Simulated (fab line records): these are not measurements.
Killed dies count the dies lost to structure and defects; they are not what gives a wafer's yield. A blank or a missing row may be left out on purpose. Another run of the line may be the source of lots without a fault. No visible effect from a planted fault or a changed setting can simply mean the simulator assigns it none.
Chamber matching | flow nand_harc | rie_diel-06 running NHARC_A_STAIRCASE_TRIM_196: 4 sister chambers
The step chemistry O2, time 211.2 s. 22 wafers are shown with their chamber, then 11 later ones without.

== WAFERS PAIRED WITH THEIR CHAMBERS ==
wafer  | chamber | drypump_motor_current_A (A) | showerhead_plenum_p_Torr (Torr) | oes_product_au (a.u.)
L077.3 | 3       | 5.4                         | 3.70                            | 0.993
L077.4 | 0       | 6.3                         | 3.47                            | 0.994
L077.5 | 0       | 6.3                         | 3.47                            | 0.978
L083.3 | 3       | 5.4                         | 3.69                            | 0.995
L083.4 | 1       | 5.4                         | 3.72                            | 0.991
L083.6 | 2       | 5.3                         | 3.49                            | 0.992
L084.2 | 2       | 5.3                         | 3.48                            | 1.007
L084.3 | 1       | 5.4                         | 3.72                            | 1.005
L084.6 | 1       | 5.4                         | 3.72                            | 1.002
L087.1 | 2       | 5.3                         | 3.48                            | 1.002
L087.2 | 0       | 6.3                         | 3.45                            | 0.985
L087.3 | 1       | 5.4                         | 3.71                            | 1.000
L086.2 | 2       | 5.3                         | 3.48                            | 1.001
L086.4 | 3       | 5.4                         | 3.68                            | 0.989
L086.5 | 3       | 5.4                         | 3.68                            | 0.996
L088.2 | 3       | 5.3                         | 3.68                            | 0.988
L088.5 | 2       | 5.3                         | 3.47                            | 0.999
L088.6 | 3       | 5.3                         | 3.68                            | 0.991
L091.1 | 0       | 6.3                         | 3.45                            | 0.999
L091.3 | 2       | 5.3                         | 3.47                            | 1.001
L091.5 | 3       | 5.3                         | 3.68                            | 1.000
L092.1 | 2       | 5.3                         | 3.47                            | 0.991

SIGNATURES, as means of the wafers listed above
reading                  | chamber 0 | chamber 1 | chamber 2 | chamber 3 | scatter within a chamber
drypump_motor_current_A  | 6.300     | 5.400     | 5.300     | 5.357     | 0.0309
showerhead_plenum_p_Torr | 3.4600    | 3.7175    | 3.4771    | 3.6843    | 0.00813
oes_product_au           | 0.98900   | 0.99950   | 0.99900   | 0.99314   | 0.00611
Rule: for a wafer and a chamber, the distance is found by dividing, reading by reading, the gap between the wafer's reading and the chamber's mean by the reading's scatter, squaring, summing and taking the root. If the next closest chamber is less than 2 further off than the closest, the wafer can't be placed; otherwise it belongs to the closest. How the scatter is found: for the shown wafers, subtract from each reading the mean of its chamber, square and add these, divide the total by (wafers less chambers), then take the root.

== WAFERS WITHOUT THEIR CHAMBER ==
wafer  | drypump_motor_current_A (A) | showerhead_plenum_p_Torr (Torr) | oes_product_au (a.u.)
L092.2 | 5.4                         | 3.70                            | 0.998
L092.4 | 6.3                         | 3.45                            | 0.992
L093.1 | 5.4                         | 3.68                            | 1.007
L093.2 | 6.3                         | 3.44                            | 0.996
L093.3 | 5.4                         | 3.70                            | 1.012
L097.1 | 5.2                         | 3.47                            | 1.010
L097.2 | 5.4                         | 3.67                            | 0.995
L097.3 | 6.3                         | 3.44                            | 1.005
L095.2 | 5.3                         | 3.47                            | 0.996
L095.4 | 5.4                         | 3.67                            | 0.996
L095.5 | 5.4                         | 3.67                            | 0.995

== WHICH CHAMBER EACH WENT THROUGH ==
wafer  | from the rows above     | in truth
L092.2 | can't be placed: 1 or 3 | 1
L092.4 | 0                       | 0
L093.1 | 3                       | 3
L093.2 | 0                       | 0
L093.3 | can't be placed: 1 or 3 | 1
L097.1 | 2                       | 2
L097.2 | 3                       | 3
L097.3 | 0                       | 0
L095.2 | 2                       | 2
L095.4 | 3                       | 3
L095.5 | 3                       | 3
Placed correctly: 9 of 11. Can't be placed from these rows: 2 (the true chamber is among the candidates in 2). 0 placed wrongly.
